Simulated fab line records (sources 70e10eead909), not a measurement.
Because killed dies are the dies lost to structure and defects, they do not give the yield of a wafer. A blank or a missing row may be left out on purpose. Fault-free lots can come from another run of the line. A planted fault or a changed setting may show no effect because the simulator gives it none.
What tool caused it?	flow nandHarc	12 lots, 36 wafers sampled, at 3 steps of a route of 1159

## WHAT THE GAUGES SHOWED, per wafer
NHARC_P_M2_OVL_MEAS_10: pitch 340 nm.
lot	measured	on	overlayXNm (nm)
L076	day 6 12:40	overlay-01	-0.2 0.1 -0.4
L077	day 6 21:11	overlay-01	-1.1 -0.8 -1.4
L080	day 7 15:23	overlay-02	1.0 1.1 0.9
L081	day 7 22:14	overlay-01	0.0 0.0 0.4
L083	day 8 01:45	overlay-02	-0.9 -0.2 -1.2
L084	day 8 17:26	overlay-01	1.1 0.4 0.6
L087	day 9 11:33	overlay-02	-0.4 -0.5 0.2
L089	day 10 05:01	overlay-01	0.3 0.7 -0.1
L092	day 10 08:43	overlay-02	1.1 0.8 1.7
L093	day 10 16:29	overlay-02	0.7 1.6 1.2
L095	day 11 09:16	overlay-01	-0.3 -0.2 -0.1
L096	day 11 14:43	overlay-02	-1.0 -0.5 -1.0

## TOOL THAT RAN EACH LOT (tool first, then ch and the chambers of the sampled wafers, then the start)
lot	NHARC_P_M0_ANNEAL_30	NHARC_P_M0_DEP_32
L076	rtpAnneal-02 ch 0, day 6 06:13	pecvd-02 ch 0,1,2, day 6 07:14
L077	rtpAnneal-02 ch 0, day 6 14:47	pecvd-02 ch 0,1,2, day 6 15:43
L080	rtpAnneal-02 ch 0, day 7 08:38	pecvd-04 ch 0,1,2, day 7 09:36
L081	rtpAnneal-02 ch 0, day 7 15:28	pecvd-03 ch 0,1, day 7 16:37
L083	rtpAnneal-02 ch 0, day 7 19:14	pecvd-03 ch 0,1,2, day 7 20:09
L084	rtpAnneal-01 ch 0, day 8 11:00	pecvd-04 ch 0,2, day 8 11:59
L087	rtpAnneal-01 ch 0, day 9 05:04	pecvd-03 ch 0,1,2, day 9 06:04
L089	rtpAnneal-01 ch 0, day 9 22:34	pecvd-03 ch 0,1,2, day 9 23:31
L092	rtpAnneal-02 ch 0, day 10 02:08	pecvd-02 ch 0,2, day 10 03:14
L093	rtpAnneal-02 ch 0, day 10 09:23	pecvd-04 ch 0,1,2, day 10 10:21
L095	rtpAnneal-01 ch 0, day 11 02:46	pecvd-04 ch 1,2, day 11 03:49
L096	rtpAnneal-02 ch 0, day 11 08:20	pecvd-04 ch 0,1, day 11 09:23
- NHARC_P_M0_ANNEAL_30: time 90 s.
- NHARC_P_M0_DEP_32: deposits SiCN, target thk 30 nm.

## THE ANSWER, worked out from the rows above alone
Rule: what is usual is taken from the lots themselves. Put in order of their means at a reading, lots are off if they are a third of the lots or fewer, leave a main group of 4 or more, and stand apart from it by a gap of 3 or more times the standard deviation of the main group's means; of several such gaps the widest counts. A main group is skipped when, at the precision printed for the reading in the tables above, its means are all equal. Also off: a lot with no number at a reading for which 4 or more lots have one. Any other lot the step has rows for is counted as sound.
No lot is off at any reading shown: from this, nothing can be told.

## WHAT HAD BEEN PUT IN BY THE SIMULATOR
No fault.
